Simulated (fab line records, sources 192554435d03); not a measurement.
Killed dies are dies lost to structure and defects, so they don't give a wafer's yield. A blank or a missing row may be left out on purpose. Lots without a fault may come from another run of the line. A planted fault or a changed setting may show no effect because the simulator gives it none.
Chamber matching | flow n5_finfet | N5_BEOL_M7_ETCH_65 on rie_diel-04: 4 sister chambers
The step etches SiARC in CF4, target depth 15.6 nm, time 26 s. 14 wafers are shown with their chamber, then 7 later ones without.

WAFERS WITH THEIR CHAMBER
wafer  | chamber | showerhead_plenum_p_Torr (Torr) | drypump_motor_current_A (A) | throttle_valve_pct (%)
L075.1 | 0       | 2.13                            | 6.3                         | 15.57
L075.2 | 2       | 2.22                            | 4.7                         | 15.50
L075.5 | 1       | 2.09                            | 5.4                         | 15.85
L076.2 | 1       | 2.09                            | 5.3                         | 15.87
L076.4 | 2       | 2.22                            | 4.8                         | 15.48
L076.5 | 1       | 2.09                            | 5.4                         | 15.86
L081.1 | 3       | 2.05                            | 6.0                         | 15.63
L081.2 | 1       | 2.09                            | 5.4                         | 15.87
L081.3 | 0       | 2.12                            | 6.3                         | 15.59
L084.1 | 3       | 2.05                            | 6.0                         | 15.62
L084.3 | 1       | 2.09                            | 5.4                         | 15.88
L084.6 | 3       | 2.05                            | 6.0                         | 15.63
L082.1 | 3       | 2.05                            | 6.0                         | 15.63
L082.3 | 0       | 2.12                            | 6.3                         | 15.61

SIGNATURES (means of the wafers above)
reading                  | chamber 0 | chamber 1 | chamber 2 | chamber 3 | scatter within a chamber
showerhead_plenum_p_Torr | 2.1233    | 2.0900    | 2.2200    | 2.0500    | 0.00258
drypump_motor_current_A  | 6.300     | 5.380     | 4.750     | 6.000     | 0.0361
throttle_valve_pct       | 15.5900   | 15.8660   | 15.4900   | 15.6275   | 0.0126
Rule: a wafer's distance from a chamber is the root of the sum, over the readings, of the square of ((its reading less the chamber's mean) divided by the reading's scatter). The wafer belongs to the nearest chamber; if the next one is less than 2 further off, it can't be placed. The scatter: the root of (the sum of the squares of (reading less its chamber's mean) over the shown wafers, divided by (wafers less chambers)).

WAFERS WITHOUT THEIR CHAMBER
wafer  | showerhead_plenum_p_Torr (Torr) | drypump_motor_current_A (A) | throttle_valve_pct (%)
L082.5 | 2.21                            | 4.8                         | 15.52
L083.2 | 2.12                            | 6.3                         | 15.60
L083.5 | 2.12                            | 6.2                         | 15.59
L083.6 | 2.08                            | 5.3                         | 15.90
L091.3 | 2.12                            | 6.3                         | 15.63
L091.4 | 2.12                            | 6.2                         | 15.61
L091.6 | 2.05                            | 6.0                         | 15.65

WHICH CHAMBER EACH WENT THROUGH
wafer  | from the rows above | in truth
L082.5 | 2                   | 2
L083.2 | 0                   | 0
L083.5 | 0                   | 0
L083.6 | 1                   | 1
L091.3 | 0                   | 0
L091.4 | 0                   | 0
L091.6 | 3                   | 3
Placed correctly: 7 of 7. Can't be placed from these rows: 0. Placed wrongly: 0.
